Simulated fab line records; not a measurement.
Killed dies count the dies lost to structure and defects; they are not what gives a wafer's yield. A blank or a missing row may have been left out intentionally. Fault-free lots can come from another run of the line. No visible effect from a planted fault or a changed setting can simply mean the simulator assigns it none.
Which tool was responsible?    flow nand_harc    42 wafers from 14 lots sampled at 4 of the route's 1302 steps

## WHAT EACH GAUGE READ, for each wafer
No reading from a measuring or inspecting step in the record can be judged against a usual standard deviation.

## WHAT TOOL EACH LOT RAN ON (gives the tool, then ch and the chambers of the sampled wafers, and finally the start)
lot   NHARC_P_ZERO_WELL_IMPLANT_59     NHARC_P_STI_DESCUM_14              NHARC_P_GATE_HM_DEP_102        NHARC_P_GATE_STRIP_108
L377  implanter-01 ch 0, day 2 01:02   rie_diel-10 ch 1,2,3, day 2 20:41  acl_dep-02 ch 0, day 5 02:43   rie_diel-11 ch 0,1,2, day 5 04:41
L378  implanter-01 ch 0, day 2 10:44   rie_diel-01 ch 1,2,3, day 3 06:43  acl_dep-01 ch 0, day 5 07:46   rie_diel-06 ch 0,2,3, day 5 09:56
L379  implanter-01 ch 0, day 2 20:47   rie_diel-09 ch 0,3, day 3 17:16    acl_dep-01 ch 0, day 5 19:53   rie_diel-03 ch 2,3, day 5 21:43
L380  implanter-02 ch 0, day 3 06:35   rie_diel-09 ch 0,1,2, day 4 03:41  acl_dep-02 ch 0, day 6 08:50   rie_diel-11 ch 0,2,3, day 6 10:58
L381  implanter-01 ch 0, day 3 16:29   rie_diel-10 ch 0,1,3, day 4 12:55  acl_dep-01 ch 0, day 6 08:50   rie_diel-03 ch 1,3, day 6 11:10
L382  implanter-02 ch 0, day 4 02:50   rie_diel-01 ch 2,3, day 5 01:04    acl_dep-01 ch 0, day 7 02:38   rie_diel-03 ch 0,3, day 7 04:41
L383  implanter-02 ch 0, day 4 12:40   rie_diel-10 ch 0,3, day 5 08:43    acl_dep-01 ch 0, day 7 14:18   rie_diel-03 ch 0,2, day 7 16:14
L384  implanter-01 ch 0, day 4 22:20   rie_diel-10 ch 0,1,3, day 5 15:49  acl_dep-03 ch 0, day 7 16:47   rie_diel-03 ch 0,3, day 7 18:50
L386  implanter-02 ch 0, day 5 18:45   rie_diel-09 ch 0,2,3, day 6 14:35  acl_dep-02 ch 0, day 8 14:13   rie_diel-06 ch 1,3, day 8 16:14
L389  implanter-01 ch 0, day 7 00:42   rie_diel-09 ch 2,3, day 7 20:14    acl_dep-02 ch 0, day 9 20:50   rie_diel-06 ch 0,3, day 9 22:53
L390  implanter-01 ch 0, day 7 10:49   rie_diel-01 ch 1,2, day 8 08:23    acl_dep-03 ch 0, day 11 02:40  rie_diel-03 ch 1,2, day 11 04:42
L392  implanter-01, day 8 07:08        -                                  -                              -
L393  implanter-02, day 8 16:51        -                                  -                              -
L400  implanter-02 ch 0, day 11 15:23  rie_diel-01 ch 0,2, day 12 10:37   acl_dep-03 ch 0, day 14 16:32  rie_diel-06 ch 0,2, day 14 18:28
- NHARC_P_ZERO_WELL_IMPLANT_59
- NHARC_P_STI_DESCUM_14: chemistry O2, time 3 s.
- NHARC_P_GATE_HM_DEP_102: deposits aC, target thk 120 nm.
- NHARC_P_GATE_STRIP_108: strips in O2.

## AS READ BY THE TOOLS THEMSELVES (means over the sampled wafers that have a number; for cases with no such wafer, the mark the record gives instead)
NHARC_P_ZERO_WELL_IMPLANT_59.
lot   tool          beam_energy_keV  beam_on_s (s)
L377  implanter-01  119.96           9.99
L378  implanter-01  120.00           10.01
L379  implanter-01  119.96           10.23
L380  implanter-02  120.01           10.17
L381  implanter-01  120.00           9.94
L382  implanter-02  119.99           10.00
L383  implanter-02  119.94           9.98
L384  implanter-01  120.02           10.10
L386  implanter-02  120.02           9.97
L389  implanter-01  119.91           9.99
L390  implanter-01  119.99           10.05
L392  implanter-01  -                -
L393  implanter-02  -                -
L400  implanter-02  119.97           9.97

NHARC_P_STI_DESCUM_14.
lot   tool         drypump_motor_current_A (A)  mfc_ar_sccm (sccm)  oes_product_au (a.u.)  rf_vpp_V (V)  showerhead_plenum_p_Torr (Torr)  throttle_valve_pct (%)
L377  rie_diel-10  6.0                          0.012               0.982                  58.4          1.95                             11.314
L378  rie_diel-01  5.6                          0.011               1.012                  57.0          1.87                             11.311
L379  rie_diel-09  6.4                          0.000               0.993                  58.7          1.94                             11.309
L380  rie_diel-09  6.0                          0.017               1.009                  56.9          1.93                             11.312
L381  rie_diel-10  5.8                          0.020               1.000                  58.0          1.97                             11.314
L382  rie_diel-01  5.2                          0.014               0.999                  57.8          1.87                             11.320
L383  rie_diel-10  5.3                          0.017               0.995                  58.6          2.03                             11.316
L384  rie_diel-10  5.8                          0.020               0.998                  58.4          1.97                             11.308
L386  rie_diel-09  6.0                          0.003               1.004                  57.7          1.91                             11.314
L389  rie_diel-09  5.6                          0.006               1.012                  58.4          1.83                             11.315
L390  rie_diel-01  6.1                          0.014               0.999                  57.4          1.82                             11.306
L400  rie_diel-01  5.5                          0.012               0.999                  57.8          1.88                             11.307

NHARC_P_GATE_HM_DEP_102.
lot   tool        throttle_valve_pct (%)
L377  acl_dep-02  35.006
L378  acl_dep-01  35.006
L379  acl_dep-01  35.014
L380  acl_dep-02  35.010
L381  acl_dep-01  34.992
L382  acl_dep-01  35.000
L383  acl_dep-01  35.002
L384  acl_dep-03  35.004
L386  acl_dep-02  35.004
L389  acl_dep-02  35.004
L390  acl_dep-03  35.000
L400  acl_dep-03  34.998

NHARC_P_GATE_STRIP_108.
lot   tool         drypump_motor_current_A (A)  mfc_ar_sccm (sccm)  oes_product_au (a.u.)  rf_vpp_V (V)  showerhead_plenum_p_Torr (Torr)  throttle_valve_pct (%)
L377  rie_diel-11  5.6                          0.002               1.003                  58.2          3.65                             17.045
L378  rie_diel-06  5.4                          0.001               1.008                  58.1          3.70                             17.039
L379  rie_diel-03  5.6                          0.000               0.987                  58.4          3.68                             17.039
L380  rie_diel-11  5.5                          0.002               1.016                  58.2          3.55                             17.032
L381  rie_diel-03  5.5                          0.010               0.998                  57.4          3.66                             17.038
L382  rie_diel-03  6.2                          0.011               0.993                  58.0          3.53                             17.032
L383  rie_diel-03  6.1                          0.011               0.994                  57.4          3.42                             17.037
L384  rie_diel-03  6.2                          0.011               0.989                  57.4          3.53                             17.034
L386  rie_diel-06  5.8                          0.011               0.999                  58.3          3.75                             17.038
L389  rie_diel-06  5.2                          0.001               1.005                  58.0          3.69                             17.036
L390  rie_diel-03  5.4                          0.010               1.012                  57.0          3.55                             17.039
L400  rie_diel-06  5.3                          0.000               1.003                  57.9          3.67                             17.037

## THE ANSWER, worked out from the rows above alone
Rule: usual is defined by the lots themselves. Put in order of their means at a reading, lots are off if they are a third of the lots or fewer, leave a main group of 4 or more, and stand apart from it by a gap of 3 or more times the standard deviation of the main group's means; of several such gaps the widest counts. If all means in a main group match to the digits the tables above print for the reading, that group is not used. A lot without any number at a reading at which 4 lots or more have one is off too. Any other lot the step has rows for is counted as sound. First the gauges in route order, then the tools' own readings, where a lot's mean is used as printed above. At the first step where some lot is off, the reading lying furthest off is the one used; lots without a number count as furthest.
Off: L392, L393 (NHARC_P_ZERO_WELL_IMPLANT_59, beam_energy_keV). Without a number there: L392, L393. The main group: mean 119.98, standard deviation 0.032.
A tool fits if, at that step or a process step before it, it ran every lot that is off, and no sound lot after the first of them. Of those tried, none fits.

## WHAT HAD BEEN PUT IN BY THE SIMULATOR
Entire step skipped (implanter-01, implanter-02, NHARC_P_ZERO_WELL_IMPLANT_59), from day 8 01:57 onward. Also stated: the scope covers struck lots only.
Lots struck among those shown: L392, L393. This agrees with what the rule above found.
